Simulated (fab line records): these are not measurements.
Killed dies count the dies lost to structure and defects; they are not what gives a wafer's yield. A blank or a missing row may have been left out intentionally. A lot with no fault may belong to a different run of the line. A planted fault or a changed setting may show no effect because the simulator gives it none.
Comparing a struck lot with a sound one | flow n5Finfet | 15 out of 1938 route steps
Sound: wafers L287.2, L287.3, L287.6. Wafers L297.4, L297.5, L297.6 were the ones struck. The cause is given at the end.
For every step that has rows: the tool of each side, followed by ch and its chambers, followed by its first start. Under that, the readings that differ: sound wafers | struck wafers | difference of the means | sigmas: that difference in standard deviations of wafers without a fault.
alike: words and numbers the same on both sides, and readings whose means are apart by under 2 such deviations; not compared: readings that were withheld, readings missing a value for some wafer, numbers with overlapping values and no deviation given by the record, and bounds like >300 which may hide the same value.
A row with sigmas, a row that says differs or no value, or rows on one side alone: a step with any of these is where the two part. When numbers do not overlap yet have no deviation, they are printed without sigmas and do not part them. Lack of a reading on every wafer of one side parts them only where that side has two or more wafers.

first, 4 steps without rows for these wafers: N5_PASSIVATION_EXPOSE_07 (exposes mask TV, defocus 0 nm, target cd 3000 nm); N5_PASSIVATION_PEB_08; N5_PASSIVATION_DEVELOP_09 (develop time 60 s); N5_PASSIVATION_HARDBAKE_11 (time 120 s).
N5_PASSIVATION_CD_MEAS_10: target cd 3000 nm.
  sound on cdSem-03 ch 0, day 13 05:16; struck on cdSem-03 ch 0, day 16 08:11
  alike: cdNm
N5_PASSIVATION_OVL_MEAS_60:
  sound on overlay-01 ch 0, day 13 05:17; struck on overlay-02 ch 0, day 16 08:13
  alike: TV_OVL
N5_PASSIVATION_INSPECT_61: inspects for defects (macro).
  sound: defectInspect-02 at day 13 05:19; struck: defectInspect-02 at day 16 08:15
  alike: rawDefectCount
N5_PASSIVATION_DESCUM_12: chemistry O2, time 7.9 s.
  sound on rieDiel-02 ch 0,1, day 13 05:21; struck on rieDiel-02 ch 0,1, day 16 08:17
  alike: drypumpMotorCurrentA, oesProductAu, rfVppV, showerheadPlenumPTorr, throttleValvePct
  not compared: rfHoursCounterH
N5_PASSIVATION_PASS_ETCH_74: etches SiNx in CF4/O2, target depth 220 nm, time 110 s.
  sound on rieDiel-02 ch 0,1, day 13 05:25; struck on rieDiel-02 ch 0,1, day 16 08:20
  alike: drypumpMotorCurrentA, oesProductAu, rfVppV, showerheadPlenumPTorr, throttleValvePct
  not compared: rfHoursCounterH
N5_PASSIVATION_VIA_ETCH_13: etches SiO2 in CHF3/O2, target depth 660 nm, time 330 s.
  sound on rieDiel-02 ch 0,1, day 13 05:31; struck on rieDiel-02 ch 0,1, day 16 08:26
  alike: drypumpMotorCurrentA, etchRfOnTimeS, oesProductAu, rfVppV, showerheadPlenumPTorr, throttleValvePct
  not compared: rfHoursCounterH
N5_PASSIVATION_STRIP_14: strips in O2.
  sound on rieDiel-02 ch 0,1, day 13 05:42; struck on rieDiel-02 ch 0,1, day 16 08:38
  alike: chamberPressureMTorr, drypumpMotorCurrentA, oesProductAu, rfVppV, showerheadPlenumPTorr, throttleValvePct
  not compared: rfHoursCounterH
N5_PASSIVATION_ETCH_15: etches SiCN in CF4/N2, target depth 75 nm, time 81.2 s.
  sound: rieDiel-02 ch 0,1; struck: rieDiel-02 ch 0,1
  alike: drypumpMotorCurrentA, oesProductAu, rfVppV, showerheadPlenumPTorr, throttleValvePct
  not compared: rfHoursCounterH
N5_PASSIVATION_STRIP_73: strips in post etch residue remover, time 60 s.
  sound on wetBench-05 ch 3,4,7, day 13 05:52; struck on wetBench-05 ch 1,4,5, day 16 08:47
  no value came back on the struck wafers for runLengthS (s), tempC (C); on the sound wafers runLengthS (s) reads 66 66 67
then, 1 step without rows for these wafers: N5_PASSIVATION_SRD_17 (time 30 s, dry time 30 s).
N5_PASSIVATION_PROBE_49:
  rows exist in the record for the struck wafers here (prober-02, day 16 15:49), but not for the sound ones

## WHERE THEY PART
Earliest at N5_PASSIVATION_STRIP_73; latest, in this record, at N5_PASSIVATION_PROBE_49.

WHY: what the simulator had put in
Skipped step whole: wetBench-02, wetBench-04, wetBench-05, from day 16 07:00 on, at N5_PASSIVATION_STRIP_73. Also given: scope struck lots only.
